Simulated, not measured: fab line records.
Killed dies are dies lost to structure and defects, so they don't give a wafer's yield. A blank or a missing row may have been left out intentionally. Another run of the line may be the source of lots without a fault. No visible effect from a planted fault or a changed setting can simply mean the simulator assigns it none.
Which of the tools did it? ; flow n5 finfet ; 6 lots with 13 wafers sampled at 4 steps, on a route of 1938 steps

## WHAT EACH GAUGE READ, for each wafer
N5_MIM_TOP_LITHO_INSPECT_12: inspects for defects (macro).
lot;measured;on;raw defect count
L672;day 11 11:44;defect inspect-02;1 2
L674;day 12 05:39;defect inspect-01;4 2
L676;day 12 16:41;defect inspect-02;4 5 2
L683;day 15 01:05;defect inspect-02;1 3
L691;day 16 07:55;defect inspect-02;0 0
L695;day 17 21:53;defect inspect-02;4 1

## TOOL THAT RAN EACH LOT (tool first, then ch and the chambers of the sampled wafers, then the start)
lot;N5_BEOL_M15_STRIP_36;N5_PASSIVATION_PECVD_00;N5_MIM_TOP_ALD_00
L672;rie diel-01 ch 0,2, day 11 05:24;pecvd-01 ch 0,2, day 11 08:22;ald hk-02 ch 2,3, day 11 08:36
L674;rie diel-01 ch 1, day 11 23:43;pecvd-01 ch 0,2, day 12 03:00;ald hk-01 ch 2,3, day 12 04:13
L676;rie diel-02 ch 0,1,2, day 12 09:29;pecvd-03 ch 1,2, day 12 12:56;ald hk-02 ch 1,2,3, day 12 14:25
L683;rie diel-01 ch 1,2, day 14 19:15;pecvd-03 ch 1,2, day 14 22:45;ald hk-01 ch 1,3, day 14 23:42
L691;rie diel-02 ch 0,2, day 16 00:41;pecvd-01 ch 1,2, day 16 03:57;ald hk-01 ch 0,1, day 16 04:59
L695;rie diel-01 ch 0,2, day 17 15:45;pecvd-04 ch 1,2, day 17 19:00;ald hk-02 ch 0,1, day 17 20:49
- N5_BEOL_M15_STRIP_36: strips in O2.
- N5_PASSIVATION_PECVD_00: deposits SiO2 from SiH4/N2O, target thk 200 nm, time 11.2 s.
- N5_MIM_TOP_ALD_00: deposits Al2O3, purge time 3 s, co reactant pulse time 3 s.

## THE ANSWER, worked out from the rows above alone
Rule: what is usual is taken from the lots themselves. Put in order of their means at a reading, lots are off if they are a third of the lots or fewer, leave a main group of 4 or more, and stand apart from it by a gap of 3 or more times the standard deviation of the main group's means; of several such gaps the widest counts. Not used: any main group whose means are identical at the precision the tables above print for the reading. A lot without any number at a reading at which 4 lots or more have one is off too. Where the step has rows for the other lots, those lots are counted as sound.
No lot is off at any reading shown: from this, nothing can be told.

## WHAT THE SIMULATOR PUT IN
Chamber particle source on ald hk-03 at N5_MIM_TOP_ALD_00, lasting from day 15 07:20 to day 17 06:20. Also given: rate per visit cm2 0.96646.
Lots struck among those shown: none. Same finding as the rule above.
